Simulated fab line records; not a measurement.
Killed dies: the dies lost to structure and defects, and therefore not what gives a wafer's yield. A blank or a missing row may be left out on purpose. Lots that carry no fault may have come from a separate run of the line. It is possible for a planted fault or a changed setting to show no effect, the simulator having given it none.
Comparing a struck lot with a sound one :: flow n5 finfet :: 13 out of 1938 route steps
Sound: these wafers, L822.1, L822.3, L822.4. Struck: wafers L827.1, L827.2, L827.4. The cause comes at the end.
For every step that has rows: the tool of each side, followed by ch and its chambers, followed by its first start. Under that, the readings that differ: sound wafers :: struck wafers :: difference of the means :: sigmas: that difference in standard deviations of wafers without a fault.
alike: same words and numbers on both sides, and readings whose means sit less than 2 such deviations apart. not compared: any withheld reading, any reading some wafer has no value for, any bound like >300 that may hide the same value, and any number with overlapping values for which the record gives no deviation.
The two part at a step that has a row with sigmas, a row that says differs or no value, or rows on one side only. Non-overlapping numbers with no deviation appear without sigmas and do not part them. Lack of a reading on every wafer of one side parts them only where that side has two or more wafers.

N5_GATE_CUT_CMP_23: polishes, stops on SiO2, t overpolish 23.4 s, target thk 16 nm.
  sound on cmp-03 ch 1,2,3, day 4 13:43; struck on cmp-01 ch 0,1,2, day 5 22:56
  alike: edge zone pressure frac, motor current A, overpolish run s, time to endpoint s
N5_GATE_CUT_THK_MEAS_24:
  struck on film metro-02, day 5 23:11; sound on film metro-01, day 4 14:00
  alike: GC_FILL_THK
N5_GATE_CUT_CMP_43: polishes SiO2.
  sound on cmp-03 ch 0,1,2, day 4 14:02; struck on cmp-04 ch 1,2,3, day 5 23:13
  alike: edge zone pressure frac, motor current A
N5_GATE_CUT_CMP_61: polishes, stops on SiNx, t overpolish 3 s.
  sound on cmp-03 ch 0,1,2, day 4 14:31; struck on cmp-04 ch 1,2,3, day 5 23:42
  alike: edge zone pressure frac, motor current A
N5_GATE_CUT_INSPECT_26: inspects for defects (darkfield).
  struck on defect inspect-02, day 5 23:56; sound on defect inspect-01, day 4 14:45
  alike: raw defect count
then, 6 steps without rows for these wafers: N5_MOL_CONTACT_COAG_COAT_103 (time 60 s, resist thk 80 nm); N5_MOL_CONTACT_COAG_COAT_104 (time 60 s, resist thk 12 nm); N5_MOL_CONTACT_COAG_COAT_58 (time 60 s, resist thk 10 nm); N5_MOL_CONTACT_COAG_COAT_02 (resist thk 30 nm); N5_MOL_CONTACT_COAG_EBR_04; N5_MOL_CONTACT_COAG_SOFTBAKE_03 (time 60 s).
N5_MOL_CONTACT_COAG_EXPOSE_05: exposes mask CA, defocus 0 nm.
  struck on euv scanner-01, day 6 00:06; sound on euv scanner-01 ch 0, day 4 15:02
  no value came back on the struck wafers for exposure dose mJ cm2, focus offset nm (nm), sigma inner; on the sound wafers exposure dose mJ cm2 reads 38.21 38.25 38.18
  alike: mask
then, 1 step without rows for these wafers: N5_MOL_CONTACT_COAG_PEB_06 (peb time 60 s).

WHERE THEY PART
Only at N5_MOL_CONTACT_COAG_EXPOSE_05, within this record.

WHY: what had been put in by the simulator
Skipped step whole: euv scanner-01, from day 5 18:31 on, at N5_MOL_CONTACT_COAG_EXPOSE_05. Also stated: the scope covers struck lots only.
